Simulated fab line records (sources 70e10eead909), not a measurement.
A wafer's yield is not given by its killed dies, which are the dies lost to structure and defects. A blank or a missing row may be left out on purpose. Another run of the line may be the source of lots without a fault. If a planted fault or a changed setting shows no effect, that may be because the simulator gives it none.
A struck lot beside a sound one | flow nand-harc | 43 steps out of a route of 1159
Sound: these wafers, L668.2, L668.3, L668.5. Struck: wafers L674.1, L674.2, L674.6. At the end, the cause is stated.
Each step with rows lists, per side, the tool, then ch with its chambers, then its first start. Under that, the readings that differ: sound wafers | struck wafers | difference of the means | sigmas: that difference in standard deviations of wafers without a fault.
alike: a reading whose means differ by less than 2 such deviations, as well as words and numbers matching on both sides. not compared: withheld readings; readings where some wafer has no value; bounds like >300 that might hide an equal value; numbers whose values overlap and for which the record gives no deviation.
The two part at a step that has a row with sigmas, a row that says differs or no value, or rows on one side only. When numbers do not overlap yet have no deviation, they are printed without sigmas and do not part them. A reading that every wafer of one side lacks parts them only if that side has two wafers or more.

NHARC_A_CONTACT_INSPECT_44:
  sound: defect-inspect-01 at day 16 23:28; struck: defect-inspect-01 at day 18 18:37
  alike: raw-defect-count
then, 2 steps without rows for these wafers: NHARC_A_CONTACT_DESCUM_47 (chemistry O2, time 3 s); NHARC_A_CONTACT_ETCH_48 (etches the open film in CF4, target depth 39 nm, time 65 s).
NHARC_A_CONTACT_ETCH_49: etches the open film in N2/H2, target depth 260 nm, time 475.3 s.
  sound: rie-diel-03 ch 1,2; struck: rie-diel-03 ch 0,2
  alike: drypump-motor-current-A, oes-product-au, rf-vpp-V, showerhead-plenum-p-Torr, throttle-valve-pct
  not compared: rf-hours-counter-h
NHARC_A_CONTACT_ETCH_50: etches the open film in CF4/CHF3, target depth 84.7 nm, time 42.4 s.
  sound: rie-diel-03 ch 0,1,3; struck: rie-diel-03 ch 0,2
  alike: drypump-motor-current-A, oes-product-au, rf-vpp-V, showerhead-plenum-p-Torr, throttle-valve-pct
  not compared: rf-hours-counter-h
then, 1 step without rows for these wafers: NHARC_A_CONTACT_ETCH_51 (etches the open film in O2/COS, target depth 3600 nm, time 936 s).
NHARC_A_CONTACT_ETCH_111: etches the open film in C4F8/O2/Ar, time 140 s, target depth 700 nm.
  sound on har-cap-etch-02 ch 0,1, day 17 02:26; struck on har-cap-etch-03 ch 0,1, day 18 19:56
  not compared: rf-hours-counter-h
then, 1 step without rows for these wafers: NHARC_A_CONTACT_ETCH_112 (etches the open film in C4F8/O2/Ar, time 94 s, target depth 922 nm).
NHARC_A_CONTACT_ETCH_113: etches the open film in C4F8/O2/Ar, time 94 s, target depth 922 nm.
  sound on har-cap-etch-02 ch 0,1, day 17 02:43; struck on har-cap-etch-03 ch 0,1, day 18 20:13
  not compared: rf-hours-counter-h
then, 3 steps without rows for these wafers: NHARC_A_CONTACT_ETCH_114 (etches the open film in C4F8/O2/Ar, time 94 s, target depth 922 nm); NHARC_A_CONTACT_ETCH_115 (etches the open film in C4F8/O2/Ar, time 94 s, target depth 922 nm); NHARC_A_CONTACT_ETCH_116 (etches the open film in C4F8/O2/Ar, time 94 s, target depth 922 nm).
NHARC_A_CONTACT_ETCH_117: etches the open film in C4F8/O2/Ar, time 94 s, target depth 922 nm.
  sound on har-cap-etch-02 ch 0,1, day 17 03:08; struck on har-cap-etch-03 ch 0,1, day 18 20:35
  not compared: rf-hours-counter-h
then, 3 steps without rows for these wafers: NHARC_A_CONTACT_ETCH_118 (etches the open film in C4F8/O2/Ar, time 94 s, target depth 922 nm); NHARC_A_CONTACT_ETCH_119 (etches the open film in C4F8/O2/Ar, time 94 s, target depth 922 nm); NHARC_A_CONTACT_ETCH_120 (etches the open film in C4F8/O2/Ar, time 94 s, target depth 922 nm).
NHARC_A_CONTACT_ETCH_121: etches the open film in C4F8/O2/Ar, time 94 s, target depth 922 nm.
  sound on har-cap-etch-02 ch 0,1, day 17 03:37; struck on har-cap-etch-03 ch 0,1, day 18 20:57
  not compared: rf-hours-counter-h
then, 4 steps without rows for these wafers: NHARC_A_CONTACT_ETCH_122 (etches the open film in C4F8/O2/Ar, time 95 s, target depth 930 nm); NHARC_A_CONTACT_ETCH_123 (etches the open film in C4F8/O2/Ar, time 253 s, target depth 1090 nm); NHARC_A_CONTACT_ETCH_90 (etches the open film in CH3F/O2, target depth 40 nm, time 85.7 s); NHARC_A_CONTACT_ETCH_96 (etches the open film in C4F6/O2, target depth 20 nm, time 10 s).
NHARC_A_CONTACT_CD_MEAS_53:
  sound: cd-sem-02 at day 17 04:48; struck: cd-sem-03 at day 18 21:57
  alike: cd-nm
then, 18 steps without rows for these wafers: NHARC_A_CONTACT_STRIP_99 (strips in N2/H2); NHARC_A_CONTACT_STRIP_100 (strips in CF4/CHF3); NHARC_A_CONTACT_STRIP_101 (strips in O2/COS); NHARC_A_CONTACT_ETCH_102 (etches the open film in CF4/O2, target depth 70 nm, overetch 7 nm, time 38.5 s); NHARC_A_CONTACT_STRIP_55 (strips in O2); NHARC_A_CONTACT_STRIP_56 (strips in post etch residue remover, time 600 s); NHARC_A_CONTACT_DEP_57 (deposits aC, target thk 2800 nm); NHARC_A_CONTACT_DEP_58 (deposits SiON, target thk 60 nm); NHARC_A_CONTACT_DEHYDRATE_59 (time 120 s); NHARC_A_CONTACT_HMDS_60 (time 30 s); NHARC_A_CONTACT_COAT_61 (time 75 s); NHARC_A_CONTACT_COAT_62 (time 65 s); NHARC_A_CONTACT_COAT_63 (resist thk 90 nm); NHARC_A_CONTACT_SOFTBAKE_64 (time 55 s); NHARC_A_CONTACT_EBR_65; NHARC_A_CONTACT_EXPOSE_66 (exposes mask A CC 2); NHARC_A_CONTACT_PEB_67 (peb time 65 s); NHARC_A_CONTACT_DEVELOP_68 (develop time 35 s).
NHARC_A_CONTACT_CD_MEAS_69 targets a cd of 200 nm.
  sound on cd-sem-03 ch 0, day 17 08:11; struck on cd-sem-02 ch 0, day 19 03:52
  alike: cd-nm
NHARC_A_CONTACT_OVL_MEAS_70:
  sound: overlay-02 at day 17 08:17; struck: overlay-02 at day 19 03:57
  alike: overlay-x-nm, overlay-y-nm
-- break in the record here, with 3 days between the starts of the struck wafers on either side (left off in module A_CONTACT, picked up again in module END, where the first step shown is number 1159 on the route) --
NHARC_END_SORT_01:
  only the struck wafers appear in the record here, on prober-02 ch 0 at day 21 19:05; the sound ones have no rows

== WHERE THEY PART ==
NHARC_END_SORT_01 only, going by this record.

WHY: what had been put in by the simulator
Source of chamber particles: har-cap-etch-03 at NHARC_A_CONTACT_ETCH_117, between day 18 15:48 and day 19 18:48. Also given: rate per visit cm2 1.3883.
